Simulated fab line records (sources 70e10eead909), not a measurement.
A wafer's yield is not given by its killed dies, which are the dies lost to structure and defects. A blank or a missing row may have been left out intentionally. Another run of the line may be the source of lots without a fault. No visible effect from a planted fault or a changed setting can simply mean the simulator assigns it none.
One fault through the eyes of 3 desks -- flow nandHarc -- numbers are kept per desk, each desk with only its own; the story behind them comes last

## FOR THE TOOL OWNER'S DESK: arfiScanner-02
The tool's own readings at NHARC_A_SGD_CUT_EXPOSE_06 (exposes mask SGD): means of the sampled wafers that have a number, for each lot that ran on this tool. Any lot whose mean is over 4 standard deviations away from the usual mean is out of limits and marked OUT; that distance is given in the brackets.
Columns: A = exposureDoseMJCm2 at NHARC_A_SGD_CUT_EXPOSE_06, usual 85.60; B = reticleTempC at NHARC_A_SGD_CUT_EXPOSE_06, usual 23.01 C
lot,first seen here,A,B
L999,day 19 14:56,85.69,23.08
L104,day 21 22:05,85.55,22.97
L107,day 23 01:47,85.65,23.00
L116,day 25 13:13,122.32 (+99 or more) OUT,23.10
L118,day 26 22:56,114.95 (+99 or more) OUT,23.05
L119,day 27 13:19,113.67 (+99 or more) OUT,22.91
This desk's finding: out of limits on L116, L118, L119; first on L116, day 25 13:13 (exposureDoseMJCm2 at NHARC_A_SGD_CUT_EXPOSE_06). In limits: L999, L104, L107.

## THE METROLOGY DESK
Means of the sampled wafers that have a number, per lot and without regard to the tool the lot ran on: this is what the gauges read. Any lot whose mean is over 4 standard deviations away from the usual mean is out of limits and marked OUT; that distance is given in the brackets.
Columns: A = cdNm at NHARC_A_SGD_CUT_CD_MEAS_09, usual 99.8 nm
lot,first seen here,A
L999,day 19 15:05,99.5
L101,day 20 09:52,99.9
L103,day 20 10:20,100.8
L104,day 21 22:14,99.6
L107,day 23 01:55,99.8
L109,day 23 10:23,99.0
L111,day 24 02:17,99.6
L115,day 25 13:11,99.9
L116,day 25 13:22,128.9 (+55) OUT
L118,day 26 23:05,124.0 (+46) OUT
L119,day 27 13:27,122.3 (+42) OUT
L121,day 27 23:26,99.5
L122,day 28 19:22,99.2
This desk's finding: out of limits on L116, L118, L119; first on L116, day 25 13:22 (cdNm at NHARC_A_SGD_CUT_CD_MEAS_09). In limits: L999, L101, L103, L104, L107, L109, L111, L115, L121, L122.

## THE DEFECT DESK
Per lot, the means of the sampled wafers with a number show what the inspections along the route counted. Any lot whose mean is over 4 standard deviations away from the usual mean is out of limits and marked OUT; that distance is given in the brackets.
Columns: A = rawDefectCount at NHARC_A_SGD_CUT_INSPECT_11, usual 57
lot,first seen here,A
L999,day 19 15:13,111
L101,day 20 09:59,60
L103,day 20 10:28,108
L104,day 21 22:22,74
L107,day 23 02:02,26
L109,day 23 10:31,10
L111,day 24 02:25,16
L115,day 25 13:18,47
L119,day 27 16:25,25
L121,day 27 23:34,27
L122,day 28 19:30,28
Finding of this desk: none of the 11 lots has anything out of limits.

## BROUGHT TOGETHER
The tool owner's desk could have raised an alarm at day 25 13:13, on L116, L118, L119.
An alarm was possible from the metrology desk at day 25 13:22, on L116, L118, L119.
No out-of-limits result turned up at the defect desk.
The defect desk has L119 on record, within its limits.
The defect desk has no number on record for L116, L118.
All the named lots went through NHARC_A_SGD_CUT_EXPOSE_06 on arfiScanner-02.

## WHAT THE SIMULATOR PUT IN
Process parameters drifting: arfiScanner-02 at NHARC_A_SGD_CUT_EXPOSE_06, beginning at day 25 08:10. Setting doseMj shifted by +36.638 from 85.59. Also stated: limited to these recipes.
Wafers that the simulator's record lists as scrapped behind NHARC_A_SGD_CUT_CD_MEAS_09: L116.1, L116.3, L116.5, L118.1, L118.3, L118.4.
Lots struck among those shown: L116, L118, L119.
Hours from the fault's start to each desk's first reading out of limits: the tool owner's desk, 5; the metrology desk, 5.
